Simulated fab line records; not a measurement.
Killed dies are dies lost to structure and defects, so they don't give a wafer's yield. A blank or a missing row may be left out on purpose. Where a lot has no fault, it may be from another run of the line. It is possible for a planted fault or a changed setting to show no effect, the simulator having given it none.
Split-lot trial / flow n5_finfet / route with 1938 steps; 7 lots, 21 wafers read

== SPLIT DETAILS ==
At N5_MOL_CONTACT_COAG_ALD_133 (deposits SiO2, target thk 5 nm, pulse time 1 s, co reactant pulse time 1 s), the setting ald_cycles was moved away from the recipe's 35 on 12 of the 21 wafers read, by -14.3% to +14.3%. This setting was run at the recipe's value on the other wafers.

The reading comes from the split's own step.

== THE READING ==
SiO2_of_MOL_CONTACT_COAG_ALD_133.thk_nm (the simulator's own value, which no gauge read), in nm, at N5_MOL_CONTACT_COAG_ALD_133 (deposits SiO2, target thk 5 nm, pulse time 1 s, co reactant pulse time 1 s). The file does not state a usual value for it.

wafer=L075.2; tool, chamber at the split=ald_sin-01, 2,3; ald_cycles as run=31; against the recipe=-11.4%; SiO2_of_MOL_CONTACT_COAG_ALD_133.thk_nm, nm=4.4; against lot-mates on the recipe=-0.6
wafer=L075.3; tool, chamber at the split=ald_sin-01, 2,3; ald_cycles as run=31; against the recipe=-11.4%; SiO2_of_MOL_CONTACT_COAG_ALD_133.thk_nm, nm=4.4; against lot-mates on the recipe=-0.6
wafer=L075.6; tool, chamber at the split=ald_sin-01, 1; ald_cycles as run=35; against the recipe=recipe; SiO2_of_MOL_CONTACT_COAG_ALD_133.thk_nm, nm=5; against lot-mates on the recipe=-
wafer=L077.1; tool, chamber at the split=ald_sin-01, 2,3,3; ald_cycles as run=35; against the recipe=recipe; SiO2_of_MOL_CONTACT_COAG_ALD_133.thk_nm, nm=5; against lot-mates on the recipe=-
wafer=L077.2; tool, chamber at the split=ald_sin-01, 2,3,3; ald_cycles as run=35; against the recipe=recipe; SiO2_of_MOL_CONTACT_COAG_ALD_133.thk_nm, nm=5; against lot-mates on the recipe=-
wafer=L077.5; tool, chamber at the split=ald_sin-01, 2,3,3; ald_cycles as run=35; against the recipe=recipe; SiO2_of_MOL_CONTACT_COAG_ALD_133.thk_nm, nm=5; against lot-mates on the recipe=-
wafer=L078.4; tool, chamber at the split=ald_sin-03, 0; ald_cycles as run=30; against the recipe=-14.3%; SiO2_of_MOL_CONTACT_COAG_ALD_133.thk_nm, nm=4.2; against lot-mates on the recipe=-0.8
wafer=L078.5; tool, chamber at the split=ald_sin-03, 3; ald_cycles as run=35; against the recipe=recipe; SiO2_of_MOL_CONTACT_COAG_ALD_133.thk_nm, nm=5; against lot-mates on the recipe=-
wafer=L078.6; tool, chamber at the split=ald_sin-03, 2; ald_cycles as run=30; against the recipe=-14.3%; SiO2_of_MOL_CONTACT_COAG_ALD_133.thk_nm, nm=4.4; against lot-mates on the recipe=-0.6
wafer=L081.1; tool, chamber at the split=ald_sin-03, 0,3,2; ald_cycles as run=32; against the recipe=-8.6%; SiO2_of_MOL_CONTACT_COAG_ALD_133.thk_nm, nm=4.6; against lot-mates on the recipe=no lot-mate on the recipe
wafer=L081.3; tool, chamber at the split=ald_sin-03, 0,3,2; ald_cycles as run=32; against the recipe=-8.6%; SiO2_of_MOL_CONTACT_COAG_ALD_133.thk_nm, nm=4.6; against lot-mates on the recipe=no lot-mate on the recipe
wafer=L081.5; tool, chamber at the split=ald_sin-03, 0,3,2; ald_cycles as run=32; against the recipe=-8.6%; SiO2_of_MOL_CONTACT_COAG_ALD_133.thk_nm, nm=4.6; against lot-mates on the recipe=no lot-mate on the recipe
wafer=L082.1; tool, chamber at the split=ald_sin-03, 2,3; ald_cycles as run=32; against the recipe=-8.6%; SiO2_of_MOL_CONTACT_COAG_ALD_133.thk_nm, nm=4.6; against lot-mates on the recipe=-0.4
wafer=L082.5; tool, chamber at the split=ald_sin-03, 2,3; ald_cycles as run=32; against the recipe=-8.6%; SiO2_of_MOL_CONTACT_COAG_ALD_133.thk_nm, nm=4.6; against lot-mates on the recipe=-0.4
wafer=L082.2; tool, chamber at the split=ald_sin-03, 3; ald_cycles as run=35; against the recipe=recipe; SiO2_of_MOL_CONTACT_COAG_ALD_133.thk_nm, nm=5; against lot-mates on the recipe=-
wafer=L090.2; tool, chamber at the split=ald_sin-01, 3,1; ald_cycles as run=35; against the recipe=recipe; SiO2_of_MOL_CONTACT_COAG_ALD_133.thk_nm, nm=5; against lot-mates on the recipe=-
wafer=L090.6; tool, chamber at the split=ald_sin-01, 3,1; ald_cycles as run=35; against the recipe=recipe; SiO2_of_MOL_CONTACT_COAG_ALD_133.thk_nm, nm=5; against lot-mates on the recipe=-
wafer=L090.4; tool, chamber at the split=ald_sin-01, 1; ald_cycles as run=40; against the recipe=+14.3%; SiO2_of_MOL_CONTACT_COAG_ALD_133.thk_nm, nm=5.6; against lot-mates on the recipe=+0.6
wafer=L093.4; tool, chamber at the split=ald_sin-01, 2; ald_cycles as run=39; against the recipe=+11.4%; SiO2_of_MOL_CONTACT_COAG_ALD_133.thk_nm, nm=5.6; against lot-mates on the recipe=+0.6
wafer=L093.5; tool, chamber at the split=ald_sin-01, 2; ald_cycles as run=39; against the recipe=+11.4%; SiO2_of_MOL_CONTACT_COAG_ALD_133.thk_nm, nm=5.6; against lot-mates on the recipe=+0.6
wafer=L093.6; tool, chamber at the split=ald_sin-01, 3; ald_cycles as run=35; against the recipe=recipe; SiO2_of_MOL_CONTACT_COAG_ALD_133.thk_nm, nm=5; against lot-mates on the recipe=-
Where a row lists several chambers, the file gives one row for several wafers and doesn't say which wafer went through which chamber.

FIT RESULTS
A straight line over all 21 wafers: SiO2_of_MOL_CONTACT_COAG_ALD_133.thk_nm changes by +0.0487 nm for each +1% of ald_cycles; r = +0.99; the points scatter about the line by 0.045 nm.
The same after taking each lot's own level away (the mean of its wafers on the recipe; 18 wafers): +0.049 nm for each +1%; r = +0.99; scatter 0.048 nm.
The reading moves by 0.7 nm for the largest change in ald_cycles, on that fit.
The lots' own levels span 5.00 to 5.00 nm.
Hence the lot-to-lot level has little effect on the slope; both slopes agree.
Check: -0.681 nm against its lot-mates is what the line predicts for one of the wafers moved furthest among these (-14.3%) when that wafer is left out of the fit. It came out at -0.8 nm against them.

== FURTHER SPLITS ON THESE WAFERS ==
Before the reading, these wafers also passed through other splits. Each is held against what the fit with the lots' levels taken away leaves over:
other split on the same wafers=N5_MOL_CONTACT_COAG_COAT_34 spin_rpm; wafers away from the commonest value=9; r with SiO2_of_MOL_CONTACT_COAG_ALD_133.thk_nm (lot level and that fit taken away)=-0.34

== THE FILE'S OWN FIT ==
SiO2_of_MOL_CONTACT_COAG_ALD_133.thk_nm changes by +0.0481 nm for each +1% of ald_cycles, r = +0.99.
